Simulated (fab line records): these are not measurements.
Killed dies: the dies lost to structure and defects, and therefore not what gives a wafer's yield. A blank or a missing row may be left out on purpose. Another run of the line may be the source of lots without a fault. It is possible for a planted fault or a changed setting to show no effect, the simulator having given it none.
Chamber matching ; flow nand-harc ; NHARC_P_M0_STRIP_18 on rie-diel-13 has 4 sister chambers
The step strips in N2/H2. 8 wafers are shown with their chamber, then 7 later ones without.

== WAFERS WITH THEIR CHAMBER ==
wafer;chamber;drypump-motor-current-A (A);oes-product-au (a.u.)
L074.4;2;6.5;1.008
L076.1;2;6.5;1.011
L076.5;1;5.4;0.986
L093.1;0;5.3;1.008
L093.3;1;5.4;0.983
L093.5;3;4.8;1.009
L094.2;0;5.2;0.995
L094.3;3;4.8;1.003

== WAFERS WITHOUT THEIR CHAMBER ==
wafer;drypump-motor-current-A (A);oes-product-au (a.u.)
L094.4;5.4;0.985
L096.4;5.2;1.008
L096.5;5.4;0.991
L096.6;6.5;1.011
L097.2;6.5;1.005
L097.5;5.4;1.000
L097.6;5.2;1.014

== WHICH CHAMBER EACH ONE RAN IN ==
wafer;from the rows above;in truth
L094.4;1;1
L096.4;0;0
L096.5;1;1
L096.6;2;2
L097.2;2;2
L097.5;can't be placed: 1 or 0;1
L097.6;0;0
Correct placement for 6 of the 7. Not placeable from these rows: 1 (in 1, the candidates include the true chamber). Number placed wrongly: 0.
How it was worked out, from the rows above alone: a wafer's distance from a chamber is the root of the sum, over the readings, of the square of ((its reading less the chamber's mean) divided by the reading's scatter). The wafer belongs to the nearest chamber; if the next one is less than 2 further off, it can't be placed. For every chamber, the mean is computed from those of its wafers that are shown. The scatter is the square root of a quotient: the sum, over the shown wafers, of each reading's squared deviation from its chamber's mean, divided by wafers minus chambers.
